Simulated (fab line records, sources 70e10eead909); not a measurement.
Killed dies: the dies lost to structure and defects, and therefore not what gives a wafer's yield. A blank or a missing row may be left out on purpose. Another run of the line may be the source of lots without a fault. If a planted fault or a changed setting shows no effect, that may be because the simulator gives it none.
The tool behind it: which one? | flow nandHarc | 12 lots, 36 wafers sampled, at 1 step of a route of 1159

## WHAT EACH GAUGE READ, for each wafer
NHARC_A_CONTACT_CD_MEAS_69: the cd target is 200 nm.
lot  | measured     | on       | cdNm (nm)
L077 | day 16 22:02 | cdSem-03 | 200.7 200.0 200.7
L079 | day 17 04:21 | cdSem-03 | 199.5 200.3 200.5
L078 | day 17 09:05 | cdSem-02 | 199.7 199.5 199.4
L081 | day 18 15:29 | cdSem-03 | 199.7 199.9 199.9
L082 | day 19 00:53 | cdSem-03 | 200.0 200.0 199.7
L085 | day 19 06:20 | cdSem-01 | 200.3 199.7 199.9
L086 | day 20 00:05 | cdSem-02 | 200.4 199.5 199.9
L091 | day 20 14:11 | cdSem-02 | 199.6 199.3 199.9
L088 | day 21 01:23 | cdSem-01 | 200.1 199.5 199.8
L090 | day 21 07:43 | cdSem-02 | 200.9 200.0 200.2
L095 | day 21 21:27 | cdSem-01 | 200.3 200.1 200.0
L097 | day 22 14:40 | cdSem-02 | 200.0 199.8 200.0

## TOOL THAT RAN EACH LOT (tool first, then ch and the chambers of the sampled wafers, then the start)
No process step before these readings appears in the record.

## THE ANSWER, worked out from the rows above alone
Rule: what is usual is taken from the lots themselves. Put in order of their means at a reading, lots are off if they are a third of the lots or fewer, leave a main group of 4 or more, and stand apart from it by a gap of 3 or more times the standard deviation of the main group's means; of several such gaps the widest counts. The tables above print the reading to a certain number of digits; a main group whose means all agree to those digits is not used. Also off: a lot with no number at a reading for which 4 or more lots have one. Where the step has rows for the other lots, those lots are counted as sound.
No lot is off at any reading shown: from this, nothing can be told.

## WHAT WAS PUT IN BY THE SIMULATOR
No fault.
